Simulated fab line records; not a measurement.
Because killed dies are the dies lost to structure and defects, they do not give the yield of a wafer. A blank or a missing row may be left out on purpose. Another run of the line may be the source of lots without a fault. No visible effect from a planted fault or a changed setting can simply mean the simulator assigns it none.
Matching of chambers    flow nand_harc    NHARC_A_STAIRCASE_DESCUM_186 on rie_diel-11: 4 sister chambers
The step chemistry O2, time 3 s. 8 wafers are shown with their chamber, then 10 later ones without.

EACH WAFER AND ITS CHAMBER
wafer   chamber  drypump_motor_current_A (A)  showerhead_plenum_p_Torr (Torr)
L078.2  0        6.20                         1.77
L082.2  1        5.47                         1.94
L082.5  2        5.91                         1.85
L084.1  3        5.92                         1.87
L084.3  0        6.23                         2.07
L084.5  3        5.91                         1.88
L085.1  1        5.48                         1.94
L085.2  2        5.93                         1.85

WAFERS WITH NO CHAMBER GIVEN
wafer   drypump_motor_current_A (A)  showerhead_plenum_p_Torr (Torr)
L085.6  5.88                         1.87
L090.1  5.92                         1.85
L090.3  5.91                         1.87
L090.5  5.93                         1.84
L091.1  6.19                         2.07
L091.3  5.88                         1.87
L091.6  5.91                         1.87
L094.1  5.48                         1.93
L094.3  6.23                         2.06
L094.4  5.90                         1.84

WHICH CHAMBER EACH ONE RAN IN
wafer   from the rows above      in truth
L085.6  can't be placed: 3 or 2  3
L090.1  can't be placed: 2 or 3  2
L090.3  can't be placed: 3 or 2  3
L090.5  can't be placed: 2 or 3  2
L091.1  0                        0
L091.3  can't be placed: 3 or 2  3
L091.6  can't be placed: 3 or 2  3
L094.1  1                        1
L094.3  0                        0
L094.4  can't be placed: 3 or 2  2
Placed correctly: 3 of 10. Not placeable from these rows: 7 (in 7, the candidates include the true chamber). Number placed wrongly: 0.
How it was worked out, from the rows above alone: a wafer's distance from a chamber is the root of the sum, over the readings, of the square of ((its reading less the chamber's mean) divided by the reading's scatter). If the next closest chamber is less than 2 further off than the closest, the wafer can't be placed; otherwise it belongs to the closest. The mean given for a chamber averages the wafers shown for that chamber. The scatter is the square root of a quotient: the sum, over the shown wafers, of each reading's squared deviation from its chamber's mean, divided by wafers minus chambers.
